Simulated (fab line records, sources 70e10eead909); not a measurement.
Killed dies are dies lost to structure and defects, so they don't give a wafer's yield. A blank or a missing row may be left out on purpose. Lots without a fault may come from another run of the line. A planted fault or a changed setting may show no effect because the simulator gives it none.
fab line records | flow nand_harc
record lots=5 wafers=15 last_day=28
route steps=1159 shown A_ONON_D1@426 END@1159
lots that met no fault: from a run of the same line without faults
start_h: hours from the record's first day to the start of the lot's first wafer shown | wait_h: hours since the lot's step before | " the same as in the row above | L1.1+2: a row that stands for several wafers | - no value, or no start given | * or withheld: withheld | < > ~ a bound
route shown NAME@n: a module of which the file shows steps, and the number in the route of the first | usual: mean/standard deviation of fault-free wafers | same: alike in all rows | chamber/n: place in a boat | sites: the reading at each site | _std_site: their standard deviation | _edge_site: outer sites' mean less inner sites' | radius_mm: how far each site lies from the wafer's centre | mask NAME#n: copy n | behind: the tool/chamber that last shaped the wafer | hold: why the lot was held/for how many hours/how that ended | device: the transistor (n, p or np) that didn't switch | end of line: the same wafers' tests at the end of the route | a step without rows: its recipe alone | killed: dies lost to structure and defects at the first sort, not the wafer's yield | map: a wafer's dies, x killed, . not, _ none there
set.NAME: the setting as run; set.NAME@STEP: as run at that earlier step | model.NAME: the simulator's own value behind a step, which no gauge read
lots at some steps of the route; a table a step, a row a wafer
services: from which hour (start_h, from the record's first day; less than 0 if before it) a tool's chamber was out of use, for how many hours, and why
## steps
# step NHARC_A_ONON_D1_DEP_03
# recipe target_thk_a=10000 n2_flow_sccm=2750 n2o_flow_sccm=2000 nh3_flow_sccm=500 sih4_flow_sccm=210 temp_c=400
# step NHARC_A_ONON_D1_THK_MEAS_05
# recipe thk_meas_gauge=ellipsometry
# usual thk_nm=1002/8.1
# columns lot.wafer tool chamber start_h wait_h thk_nm
L976.2 film_metro-01 - 219.36 - 1002
L976.3 " - " " 1002
L976.4 " - " " 1004
L980.2 film_metro-01 - 219.70 - 996
L980.4 " - " " 994
L980.5 " - " " 993
L989.3 film_metro-01 - 243.07 - 1001
L989.4 " - " " 1002
L989.5 " - " " 1002
L993.1 film_metro-02 - 258.04 - 986
L993.2 " - " " 987
L993.3 " - " " 987
L999.3 film_metro-02 - 287.53 - 994
L999.4 " - " " 992
L999.5 " - " " 992
# step NHARC_A_ONON_D1_DEP_06
# recipe target_thk_a=10000 n2_flow_sccm=2750 n2o_flow_sccm=2000 nh3_flow_sccm=500 sih4_flow_sccm=210 temp_c=400
# step NHARC_A_ONON_D1_THK_MEAS_08
# recipe thk_meas_gauge=ellipsometry
# usual thk_nm=998/7.7
# columns lot.wafer tool chamber start_h wait_h thk_nm
L976.2 film_metro-01 - 220.04 - 1003
L976.3 " - " " 1002
L976.4 " - " " 1002
L980.2 film_metro-02 - 220.39 - 986
L980.4 " - " " 986
L980.5 " - " " 985
L989.3 film_metro-02 - 244.13 - 997
L989.4 " - " " 997
L989.5 " - " " 998
L993.1 film_metro-01 - 258.61 - 982
L993.2 " - " " 982
L993.3 " - " " 981
L999.3 film_metro-02 - 288.10 - 994
L999.4 " - " " 994
L999.5 " - " " 995
# step NHARC_A_ONON_D1_DEP_09
# recipe target_thk_a=10000 n2_flow_sccm=2750 n2o_flow_sccm=2000 nh3_flow_sccm=500 sih4_flow_sccm=210 temp_c=400
# step NHARC_A_ONON_D1_THK_MEAS_11
# recipe thk_meas_gauge=ellipsometry
# usual thk_nm=1002/8.1
# columns lot.wafer tool chamber start_h wait_h thk_nm
L976.2 film_metro-01 - 221.10 - 1004
L976.3 " - " " 1007
L976.4 " - " " 1006
L980.2 film_metro-02 - 221.45 - 1018
L980.4 " - " " 1017
L980.5 " - " " 1016
L989.3 film_metro-02 - 245.52 - 994
L989.4 " - " " 994
L989.5 " - " " 994
L993.1 film_metro-01 - 259.17 - 988
L993.2 " - " " 987
L993.3 " - " " 988
L999.3 film_metro-01 - 288.67 - 1000
L999.4 " - " " 999
L999.5 " - " " 1001
# step NHARC_A_ONON_D1_DEP_12
# recipe target_thk_a=10000 n2_flow_sccm=2750 n2o_flow_sccm=2000 nh3_flow_sccm=500 sih4_flow_sccm=210 temp_c=400
# step NHARC_A_ONON_D1_THK_MEAS_14
# recipe thk_meas_gauge=ellipsometry
# usual thk_nm=1000/10
# columns lot.wafer tool chamber start_h wait_h thk_nm
L976.2 film_metro-01 - 222.16 - 1003
L976.3 " - " " 1005
L976.4 " - " " 1002
L980.2 film_metro-02 - 222.51 - 998
L980.4 " - " " 998
L980.5 " - " " 999
L989.3 film_metro-01 - 246.24 - 995
L989.4 " - " " 994
L989.5 " - " " 995
L993.1 film_metro-02 - 259.74 - 991
L993.2 " - " " 990
L993.3 " - " " 990
L999.3 film_metro-02 - 289.24 - 995
L999.4 " - " " 997
L999.5 " - " " 997
# step NHARC_A_ONON_D1_ANNEAL_15
# recipe temp_c=750 time_s=3600
# step NHARC_A_ONON_D1_DEP_16
# recipe target_thk_a=10000 n2_flow_sccm=2750 n2o_flow_sccm=2000 nh3_flow_sccm=500 sih4_flow_sccm=210 temp_c=400
# step NHARC_A_ONON_D1_THK_MEAS_18
# recipe thk_meas_gauge=ellipsometry
# usual thk_nm=996/9.3
# columns lot.wafer tool chamber start_h wait_h thk_nm
L976.2 film_metro-01 - 229.60 - 1000
L976.3 " - " " 1001
L976.4 " - " " 998
L980.2 film_metro-01 - 229.94 - 993
L980.4 " - " " 991
L980.5 " - " " 991
L989.3 film_metro-01 - 253.36 - 988
L989.4 " - " " 988
L989.5 " - " " 987
L993.1 film_metro-01 - 266.84 - 998
L993.2 " - " " 998
L993.3 " - " " 997
L999.3 film_metro-02 - 299.56 - 984
L999.4 " - " " 985
L999.5 " - " " 983
# step NHARC_A_ONON_D1_DEP_19
# recipe target_thk_a=10000 n2_flow_sccm=2750 n2o_flow_sccm=2000 nh3_flow_sccm=500 sih4_flow_sccm=210 temp_c=400
# columns lot.wafer tool chamber start_h wait_h
L976.2+3+4 pecvd_onon-03 0 230.19 0.6
L980.2+4+5 pecvd_onon-04 0 230.21 0.3
L989.3+4+5 pecvd_onon-03 0 253.53 0.2
L993.1+2+3 pecvd_onon-02 0 266.90 0.1
L999.3+4+5 pecvd_onon-04 0 299.73 0.2
# step NHARC_A_ONON_D1_THK_MEAS_21
# recipe thk_meas_gauge=ellipsometry
# usual thk_nm=1001/11
# columns lot.wafer tool chamber start_h wait_h thk_nm
L976.2 film_metro-02 - 230.64 - 1001
L976.3 " - " " 999
L976.4 " - " " 1001
L980.2 film_metro-02 - 230.67 - 996
L980.4 " - " " 997
L980.5 " - " " 995
L989.3 film_metro-01 - 253.92 - 1008
L989.4 " - " " 1008
L989.5 " - " " 1571
L993.1 film_metro-02 - 267.41 - 1020
L993.2 " - " " 1019
L993.3 " - " " 1022
L999.3 film_metro-01 - 300.15 - 1003
L999.4 " - " " 1002
L999.5 " - " " 1001
# step NHARC_A_ONON_D1_DEP_22
# recipe target_thk_a=10000 n2_flow_sccm=2750 n2o_flow_sccm=2000 nh3_flow_sccm=500 sih4_flow_sccm=210 temp_c=400
# step NHARC_END_SORT_01
# recipe temp_c=25
# usual killed_at_array=29/11 killed_at_other=0.5/0.85 killed_at_periphery=3.0/2.3 killed_dies=33/12 killed_open=3.3/1.9 killed_short=2.0/1.5
# same gross_dies=677
# columns lot.wafer tool chamber start_h wait_h killed_at_array killed_at_other killed_at_periphery killed_dies killed_open killed_short
L989.5 prober-02 0 618.50 3.7 673 1 3 677 6 1
# killed by level:class
L989.5 A_ONON_D1:area_dep=626 A_CHANNEL_HOLE_D1:chamber_film_flake=18 A_SLIT:chamber_film_flake=18 P_STI:chamber_film_flake=3 A_STAIRCASE:chamber_film_flake=2 A_CHANNEL_FILL_D1:geometric_particle:open=1 A_SGD_CUT:geometric_particle:short=1 A_SGD_CUT:geometric_particle:open=1
# map L989.5 (x killed, . not)
____________x____________
_________xxxxxxx_________
_______xxxxxxxxxxx_______
______xxxxxxxxxxxxx______
_____xxxxxxxxxxxxxxx_____
____xxxxxxxxxxxxxxxxx____
____xxxxxxxxxxxxxxxxx____
___xxxxxxxxxxxxxxxxxxx___
___xxxxxxxxxxxxxxxxxxx___
__xxxxxxxxxxxxxxxxxxxxx__
__xxxxxxxxxxxxxxxxxxxxx__
_xxxxxxxxxxxxxxxxxxxxxxx_
_xxxxxxxxxxxxxxxxxxxxxxx_
_xxxxxxxxxxxxxxxxxxxxxxx_
_xxxxxxxxxxxxxxxxxxxxxxx_
_xxxxxxxxxxxxxxxxxxxxxxx_
xxxxxxxxxxxxxxxxxxxxxxxxx
xxxxxxxxxxxxxxxxxxxxxxxxx
xxxxxxxxxxxxxxxxxxxxxxxxx
xxxxxxxxxxxxxxxxxxxxxxxxx
xxxxxxxxxxxxxxxxxxxxxxxxx
_xxxxxxxxxxxxxxxxxxxxxxx_
_xxxxxxxxxxxxxxxxxxxxxxx_
_xxxxxxxxxxxxxxxxxxxxxxx_
_xxxxxxxxxxxxxxxxxxxxxxx_
_xxxxxxxxxxxxxxxxxxxxxxx_
__xxxxxxxxxxxxxxxxxxxxx__
__xxxxxxxxxxxxxxxxxxxxx__
___xxxxxxxxxxxxxxxxxxx___
___xxxxxxxxxxxxxxxxxxx___
____xxxxxxxxxxxxxxxxx____
____xxxxxxxxxxxxxxxxx____
_____xxxxxxxxxxxxxxx_____
______xxxxxxxxxxxxx______
_______xxxxxxxxxxx_______
_________xxxxxxx_________
____________x____________
# map L976.3 (x killed, . not)
____________.____________
_________......._________
_______..........._______
______....x........______
_____..............._____
____.....x...........____
____........x........____
___...................___
___...................___
__.............x.......__
__..................x..__
_.................xxx.x._
_....x.........x.x..x.x._
_....................x.x_
_................x......_
_...........x..x...x...._
..................xx.x...
....................x....
..................x.x....
.........................
...............x.........
_......................._
_....................x.._
_.........x............._
_......................._
_......................._
__.....................__
__.....................__
___x.................x___
___.....x.............___
____.....xx..........____
____.................____
_____..............._____
______.............______
_______...x......._______
_________......._________
____________.____________
## services
# columns tool chamber start_h hours kind
pecvd_onon-04 - 237.00 13.0 pm
pecvd_onon-02 - 292.34 13.0 pm
## key
first_sign step=NHARC_A_ONON_D1_THK_MEAS_21 reading=thk_nm direction=up sigmas=50 usual=1001 struck=1571
effect step=NHARC_END_SORT_01 reading=killed_at_array direction=up sigmas=60 usual=29 struck=673
more_kills_born_at NHARC_A_ONON_D1_DEP_19@pecvd_onon-03=626
met_at NHARC_A_ONON_D1_DEP_19
struck_wafers L989.5
later_rows_left_out L989.5
tester_left_out L989
onset_between 230.19 253.53
fault kind=process_parameter_drift tool=pecvd_onon-03 chamber=- onset_h=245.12 steps=NHARC_A_ONON_D1_DEP_19 channel=target_thk_a offset=* shape=step end_h=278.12 scope=struck_wafers_only acts_in=* stated=*
# tester_left_out: of these lots the tester's yield and bins aren't shown, on N5 and GAA mostly nor the transistor test; their killed dies are dies lost to structure and defects alone, not to doping, threshold or leakage, so they don't give the yield
# later_rows_left_out: the simulator's readings of these wafers behind a module that went badly wrong aren't trusted and aren't shown, but for the sort
